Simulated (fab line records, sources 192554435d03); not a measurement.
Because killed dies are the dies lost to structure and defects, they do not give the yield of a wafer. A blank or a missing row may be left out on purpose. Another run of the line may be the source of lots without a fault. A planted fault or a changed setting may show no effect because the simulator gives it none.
What tool caused it? / flow n5 finfet / 13 lots (37 wafers sampled), 1 step of a 1938-step route

WHAT THE GAUGES SHOWED, per wafer
N5_BEOL_M10_INSPECT_13: inspects for defects (brightfield). Usual: raw defect count reads 413 (standard deviation 94).
lot=L669; measured=day 10 20:10; on=defect inspect-01; raw defect count=330 369 404; flag=
lot=L668; measured=day 11 01:20; on=defect inspect-01; raw defect count=348 388 457; flag=
lot=L670; measured=day 11 01:28; on=defect inspect-02; raw defect count=281 467 431; flag=
lot=L672; measured=day 11 19:13; on=defect inspect-01; raw defect count=342 302 405; flag=
lot=L674; measured=day 11 23:25; on=defect inspect-01; raw defect count=463 454 532; flag=
lot=L680; measured=day 13 18:15; on=defect inspect-01; raw defect count=332 244 424; flag=
lot=L678; measured=day 13 18:25; on=defect inspect-02; raw defect count=521 345 470; flag=
lot=L685; measured=day 14 07:55; on=defect inspect-01; raw defect count=340 379 406; flag=
lot=L684; measured=day 14 13:41; on=defect inspect-01; raw defect count=465 444; flag=
lot=L687; measured=day 14 20:28; on=defect inspect-01; raw defect count=418 446; flag=
lot=L688; measured=day 15 19:38; on=defect inspect-01; raw defect count=500 362 432; flag=
lot=L689; measured=day 16 02:43; on=defect inspect-01; raw defect count=287 300 528; flag=
lot=L691; measured=day 16 06:26; on=defect inspect-01; raw defect count=363 421 322; flag=

EACH LOT AND THE TOOL THAT RAN IT (in order: tool; ch and the chambers of the sampled wafers; start)
The record holds no process step before these readings.

AS READ BY THE TOOLS THEMSELVES (means over the sampled wafers that have a number; for cases with no such wafer, the mark the record gives instead)
The record holds no such reading with a usual standard deviation.

THE ANSWER, worked out from the rows above alone
Rule: a lot is off if the mean of its wafers that have a number lies more than 3 standard deviations from the usual mean. A lot without any number at a reading at which 4 lots or more have one is off too. Where the step has rows for the other lots, those lots are counted as sound. After the gauges, taken in route order, come the tools' own readings; for these a lot's mean is taken, as printed above. The first step at which some lot is off is used, and at that step the reading that is off furthest; a lot without a number counts as furthest.
Nothing can be told from this: no lot is off at any reading shown.

WHAT WAS PUT IN BY THE SIMULATOR
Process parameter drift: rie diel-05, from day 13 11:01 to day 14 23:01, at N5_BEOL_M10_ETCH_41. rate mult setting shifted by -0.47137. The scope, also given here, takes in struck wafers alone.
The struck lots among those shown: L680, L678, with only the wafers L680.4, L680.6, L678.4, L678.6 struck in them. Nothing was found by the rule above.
